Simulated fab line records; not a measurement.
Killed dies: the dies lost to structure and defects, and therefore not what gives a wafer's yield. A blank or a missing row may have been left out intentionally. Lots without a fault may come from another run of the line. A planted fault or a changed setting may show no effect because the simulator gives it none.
Which of the tools did it? ; flow n5 finfet ; 9 lots with 26 wafers sampled at 5 steps, on a route of 1938 steps

== WHAT THE GAUGES READ, wafer by wafer ==
N5_BEOL_M2_CD_MEAS_11: target cd 16.79 nm.
lot;measured;on;cd nm (nm)
L525;day 6 14:22;cd sem-03;16.87 16.65 16.62
L526;day 7 00:07;cd sem-03;17.38 16.91 17.32
L527;day 7 17:30;cd sem-01;16.51 16.42
L537;day 9 18:31;cd sem-02;16.61 16.32 17.19
L541;day 10 22:05;cd sem-03;16.99 17.24 16.88
L543;day 11 21:04;cd sem-01;16.65 16.56 16.38
L544;day 12 05:05;cd sem-01;17.32 16.91 17.11
L545;day 12 09:02;cd sem-01;17.03 16.96 16.56
L547;day 12 20:29;cd sem-01;16.84 16.80 16.58

N5_BEOL_M4_RC_MEAS_101.
lot;measured;on;DIBL_N (mV/V);DIBL_P (mV/V);IOFF_N (nA/um);IOFF_P (nA/um);ION_N (uA/um);ION_P (uA/um);SS_N (mV/dec);SS_P (mV/dec);VT_N (mV);VT_P (mV)
L525;day 9 11:49;prober-02;36.7 36.7 33.5;35.8 35.5 31.3;0.154 0.141 0.101;0.20 0.19 0.15;674 657 650;462 454 450;72.0 71.0 71.0;73.0 73.0 72.1;251 254 255;-253 -254 -256
L526;day 9 13:56;prober-02;37.0 35.3 35.9;37.4 34.5 34.9;0.162 0.136 0.135;0.21 0.17 0.18;683 675 659;468 464 451;70.9 71.0 70.8;74.1 72.6 73.1;248 249 252;-250 -253 -255
L527;day 9 22:49;prober-01;36.7 35.8;37.3 35.5;0.176 0.165;0.21 0.19;670 667;452 456;71.8 71.8;73.2 73.5;251 247;-251 -254
L537;day 11 22:16;prober-02;37.8 36.2 37.5;39.2 37.3 38.8;0.176 0.152 0.176;0.22 0.19 0.21;676 668 679;456 456 458;71.8 71.5 72.1;73.7 73.2 73.5;249 251 249;-252 -254 -252
L541;day 13 03:50;prober-02;36.2 37.3 34.6;34.5 34.6 32.2;0.148 0.146 0.120;0.18 0.17 0.16;684 674 660;464 447 449;71.2 71.6 70.6;72.7 72.7 72.4;248 254 253;-255 -255 -256
L543;day 14 05:24;prober-02;35.8 33.6 34.9;34.9 31.3 33.4;0.155 0.109 0.135;0.19 0.14 0.17;680 653 674;462 449 463;71.8 71.5 71.9;72.8 73.0 72.8;249 257 250;-252 -256 -253
L544;day 14 16:58;prober-02;35.5 36.1 35.4;33.7 34.1 33.8;0.136 0.144 0.135;0.21 0.21 0.20;674 661 664;473 459 459;70.9 71.4 71.3;72.8 73.5 73.4;254 251 251;-250 -246 -247
L545;day 14 03:56;prober-02;35.4 35.7 38.8;35.1 37.0 40.0;0.126 0.139 0.190;0.16 0.18 0.23;651 671 671;441 461 449;71.2 71.3 72.2;72.9 73.1 74.8;253 253 247;-254 -252 -251
L547;day 15 11:20;prober-02;34.3 31.8 33.2;34.4 30.1 32.1;0.129 0.087 0.113;0.17 0.11 0.14;655 632 658;454 435 449;70.4 71.7 71.2;72.7 71.6 72.2;250 259 255;-253 -261 -258

== WHICH TOOL RAN EACH LOT (tool, then ch and the chambers of the sampled wafers, then the start) ==
lot;N5_BEOL_M1_ANNEAL_51;N5_BEOL_M2_DESCUM_16;N5_BEOL_M2_ETCH_64
L525;rtp anneal-02 ch 0, day 6 12:05;rie diel-06 ch 0,2,3, day 6 14:30;rie diel-06 ch 0,2,3, day 6 14:34
L526;rtp anneal-02 ch 0, day 6 22:15;rie diel-05 ch 0,1,2, day 7 00:14;rie diel-05 ch 0,1,2, day 7 00:19
L527;rtp anneal-01 ch 0, day 7 15:13;rie diel-06 ch 2,3, day 7 17:41;rie diel-06 ch 2,3, day 7 17:46
L537;rtp anneal-01 ch 0, day 9 15:21;rie diel-06 ch 0,1, day 9 18:41;rie diel-06 ch 0,1, day 9 18:46
L541;rtp anneal-02 ch 0, day 10 18:35;rie diel-02 ch 0,1,2, day 10 22:13;rie diel-02 ch 0,1,2, day 10 22:17
L543;rtp anneal-01 ch 0, day 11 17:48;rie diel-02 ch 1,3, day 11 21:12;rie diel-02 ch 1,3, day 11 21:17
L544;rtp anneal-02 ch 0, day 12 03:14;rie diel-02 ch 0,2, day 12 05:16;rie diel-02 ch 0,2, day 12 05:21
L545;rtp anneal-02 ch 0, day 12 07:20;rie diel-05 ch 0,2,3, day 12 09:13;rie diel-05 ch 0,2,3, day 12 09:18
L547;rtp anneal-02 ch 0, day 12 17:36;rie diel-05 ch 0,1,3, day 12 20:37;rie diel-05 ch 0,1,3, day 12 20:42
- N5_BEOL_M1_ANNEAL_51: time 90 s.
- N5_BEOL_M2_DESCUM_16: chemistry O2, time 7 s.
- N5_BEOL_M2_ETCH_64: etches SOC in N2/H2, target depth 75 nm, overetch 22.5 nm, time 121.9 s.

== WHAT THE TOOLS THEMSELVES READ (means of the sampled wafers that have a number; where no wafer has one, the mark that the record gives instead) ==
N5_BEOL_M1_ANNEAL_51.
lot;tool;anneal temp c max;wafer_temp_C_max
L525;rtp anneal-02;225.57;226.04
L526;rtp anneal-02;225.34;225.93
L527;rtp anneal-01;226.04;226.50
L537;rtp anneal-01;225.66;226.24
L541;rtp anneal-02;225.52;226.23
L543;rtp anneal-01;225.83;226.07
L544;rtp anneal-02;225.60;226.13
L545;rtp anneal-02;225.61;226.18
L547;rtp anneal-02;225.47;226.56

N5_BEOL_M2_DESCUM_16.
lot;tool;bias power w (W);drypump motor current A (A);oes product au (a.u.);rf vpp V (V);showerhead plenum p Torr (Torr);temp c (C);throttle valve pct (%)
L525;rie diel-06;20.01;6.0;0.79;243.9;2.10;40.08;20.44
L526;rie diel-05;19.98;5.7;0.72;242.4;2.09;40.07;20.61
L527;rie diel-06;20.02;6.0;0.72;242.4;2.08;39.89;20.51
L537;rie diel-06;20.00;5.8;0.87;243.6;2.12;39.96;20.26
L541;rie diel-02;19.96;5.3;0.73;243.7;2.11;40.12;20.61
L543;rie diel-02;19.99;5.9;0.81;244.0;2.16;40.01;20.39
L544;rie diel-02;19.91;5.6;0.88;244.8;2.13;40.22;20.42
L545;rie diel-05;20.03;5.7;0.73;244.0;2.09;39.96;20.55
L547;rie diel-05;20.01;5.7;0.75;243.0;2.09;40.03;20.59

N5_BEOL_M2_ETCH_64.
lot;tool;drypump motor current A (A);oes product au (a.u.);rf fwd power W (W);rf vpp V (V);showerhead plenum p Torr (Torr);temp c (C);throttle valve pct (%)
L525;rie diel-06;6.0;0.61;839.1;524.1;2.54;39.95;17.78
L526;rie diel-05;5.7;0.55;835.8;523.7;2.53;39.97;17.93
L527;rie diel-06;6.0;0.55;837.6;523.0;2.51;40.02;17.79
L537;rie diel-06;5.8;0.66;905.3;513.0;2.58;39.94;17.76
L541;rie diel-02;5.3;0.56;837.5;524.6;2.55;39.98;17.93
L543;rie diel-02;5.9;0.61;839.0;526.4;2.61;40.01;17.62
L544;rie diel-02;5.6;0.65;836.8;525.1;2.57;40.01;17.75
L545;rie diel-05;5.7;0.56;835.2;524.2;2.54;39.80;17.92
L547;rie diel-05;5.6;0.56;836.4;524.0;2.54;39.93;17.99

== THE ANSWER, worked out from the rows above alone ==
Rule: usual is defined by the lots themselves. Put in order of their means at a reading, lots are off if they are a third of the lots or fewer, leave a main group of 4 or more, and stand apart from it by a gap of 3 or more times the standard deviation of the main group's means; of several such gaps the widest counts. The tables above print the reading to a certain number of digits; a main group whose means all agree to those digits is not used. A lot without any number at a reading at which 4 lots or more have one is off too. All remaining lots with rows at the step are treated as sound. First the gauges in route order, then the tools' own readings, where a lot's mean is used as printed above. At the first step where some lot is off, the reading lying furthest off is the one used; lots without a number count as furthest.
Off at N5_BEOL_M2_ETCH_64 (rf fwd power W): L537. Mean 837.2 W and standard deviation 1.3 in the main group.
If a tool, at that step or one of the process steps before it, ran each lot that is off and ran no sound lot following the first of them, it fits. One fits: rie diel-06 at N5_BEOL_M2_DESCUM_16 and N5_BEOL_M2_ETCH_64. At N5_BEOL_M2_DESCUM_16 its last sound lot is L527 (day 7 17:41), its first lot that is off L537 (day 9 18:41): a fault that began between those two fits.

== WHAT WAS PUT IN BY THE SIMULATOR ==
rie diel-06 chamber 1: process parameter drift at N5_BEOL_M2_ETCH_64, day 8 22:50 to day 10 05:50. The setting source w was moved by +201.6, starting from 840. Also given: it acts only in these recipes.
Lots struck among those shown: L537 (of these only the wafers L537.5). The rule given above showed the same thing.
